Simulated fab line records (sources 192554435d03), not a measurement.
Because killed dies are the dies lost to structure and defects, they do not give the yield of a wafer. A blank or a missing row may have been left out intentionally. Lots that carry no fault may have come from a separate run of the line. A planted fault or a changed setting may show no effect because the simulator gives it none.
Comparing a struck lot with a sound one / flow n5Finfet / 38 steps out of a route of 1938
Sound: these wafers, L996.1, L996.5, L996.6. Struck: wafers L991.2, L991.3 (left out: L991.6, a lot-mate that was not struck); the cause follows at the end.
For every step that has rows: the tool of each side, followed by ch and its chambers, followed by its first start. Under that, the readings that differ: sound wafers / struck wafers / difference of the means / sigmas: that difference in standard deviations of wafers without a fault.
alike: readings with means less than 2 such deviations apart, plus words and numbers identical on both sides. not compared: withheld readings, readings lacking a value on some wafer, bounds such as >300 that could conceal the same value, and numbers that have no deviation in the record and whose values overlap.
The two part at a step that has a row with sigmas, a row that says differs or no value, or rows on one side only. Numbers that don't overlap but have no deviation are shown without sigmas and don't part them. A reading that every wafer of one side lacks parts them only if that side has two wafers or more.

first, 9 steps without rows for these wafers: N5_BEOL_M3_ANNEAL_95 (time 240 s); N5_BEOL_M3_SPUTTER_96 (material Cu, target thk 4.5 nm, time 8.29 s); N5_BEOL_M3_ECD_50 (material Cu, target thk 300 nm); N5_BEOL_M3_ANNEAL_51 (time 90 s); N5_BEOL_M3_CMP_52 (polishes, stops on SiOC, t overpolish 6.8 s, target thk 40 nm); N5_BEOL_M3_PRE_CLEAN_60 (time 15 s); N5_BEOL_M3_CO_CAP_55 (material Co, precursor CCTBA/H2, target thk 2 nm, time 102.1 s); N5_BEOL_M3_PRE_CLEAN_56 (time 15 s); N5_BEOL_M3_DEP_57 (deposits SiCN from 3MS/NH3, target thk 8 nm, time 14 s).
N5_BEOL_M4_ILD_DEP_00: deposits SiOC from DEMS/O2, target thk 79 nm, time 15.3 s.
  sound on pecvd-01 ch 0,2, day 13 10:47; struck on pecvd-02 ch 1,2, day 12 19:10
reading=model.SiOC_of_BEOL_M4_ILD_DEP_00.thkNm (nm); sound=78 79 79.6; struck=100.4 100.6; difference=+21.6; sigmas=
  alike: heaterPowerW, showerheadPlenumPTorr, throttleValvePct
N5_BEOL_M4_THK_MEAS_01:
  sound: filmMetro-01 at day 13 10:51; struck: filmMetro-02 at day 12 19:14
reading=M4_ILD_THK (nm); sound=78.1 78.9 79.7; struck=100.4 100.6; difference=+21.6; sigmas=+20
then, 24 steps without rows for these wafers: N5_BEOL_M4_PECVD_72 (deposits SiO2 from TEOS/O2, target thk 16 nm, time 18 s); N5_BEOL_M4_HM_DEP_02 (deposits TiN, target thk 20 nm); N5_BEOL_M4_COAT_61 (time 60 s, resist thk 60 nm); N5_BEOL_M4_COAT_62 (time 60 s, resist thk 12 nm); N5_BEOL_M4_COAT_73 (time 60 s, resist thk 5 nm); N5_BEOL_M4_COAT_05 (resist thk 30 nm); N5_BEOL_M4_EBR_07; N5_BEOL_M4_SOFTBAKE_06 (time 60 s); N5_BEOL_M4_EXPOSE_08 (exposes mask M4); N5_BEOL_M4_PEB_09 (peb time 60 s); N5_BEOL_M4_DEVELOP_10 (develop time 30 s); N5_BEOL_M4_DESCUM_16 (chemistry O2, time 7 s); N5_BEOL_M4_ETCH_74 (etches underlayer in N2/H2, target depth 6.5 nm, time 5.2 s); N5_BEOL_M4_ETCH_63 (etches SiARC in CF4, target depth 15.6 nm, time 26 s); N5_BEOL_M4_ETCH_64 (etches SOC in N2/H2, target depth 75 nm, overetch 22.5 nm, time 121.9 s); N5_BEOL_M4_STRIP_65 (strips in N2/H2); N5_BEOL_M4_STRIP_75 (strips in N2/H2); N5_BEOL_M4_STRIP_66 (strips in CF4); N5_BEOL_M4_HM_OPEN_17 (chemistry Cl2/BCl3, target TiN, target depth 20 nm, overetch 6 nm); N5_BEOL_M4_STRIP_19 (strips in O2); N5_BEOL_M4_COAT_67 (time 60 s, resist thk 60 nm); N5_BEOL_M4_COAT_68 (time 60 s, resist thk 12 nm); N5_BEOL_M4_COAT_76 (time 60 s, resist thk 5 nm); N5_BEOL_M4_COAT_22 (resist thk 30 nm).
N5_BEOL_M4_CMP_52: polishes, stops on SiOC, t overpolish 6.8 s, target thk 40 nm.
  sound on cmp-04 ch 0,2,3, day 13 22:20; struck on cmp-04 ch 1,2, day 13 07:41
reading=model.SiOC_of_BEOL_M4_ILD_DEP_00.thkNm (nm); sound=75 76 76.6; struck=97.4 97.6; difference=+21.6; sigmas=
  alike: headPressurePsi, motorCurrentA, platenRpm
N5_BEOL_M4_RC_MEAS_101:
  sound on prober-01 ch 0, day 13 22:54; struck on prober-02 ch 0, day 13 08:25
  no value came back on the struck wafers for CHAIN_V3 (ohm/link), CHAIN_V3_max_site (ohm/link); on the sound wafers CHAIN_V3 (ohm/link) reads 263 239 250
  alike: DIBL_N, DIBL_P, IOFF_N, IOFF_P, ION_N, ION_P, SS_N, SS_P, VT_N, VT_P
-- here the record skips 4 days between the struck wafers' starts before and after, leaving off in module BEOL_M4 and picking up in module PASSIVATION (first step shown: number 1936 of the route) --
N5_PASSIVATION_PROBE_49:
  the record has rows for the struck wafers here (prober-01, day 17 14:26) and none for the sound ones

== WHERE THEY PART ==
First at N5_BEOL_M4_THK_MEAS_01; last, within this record, at N5_PASSIVATION_PROBE_49.

WHY: whatever the simulator had introduced
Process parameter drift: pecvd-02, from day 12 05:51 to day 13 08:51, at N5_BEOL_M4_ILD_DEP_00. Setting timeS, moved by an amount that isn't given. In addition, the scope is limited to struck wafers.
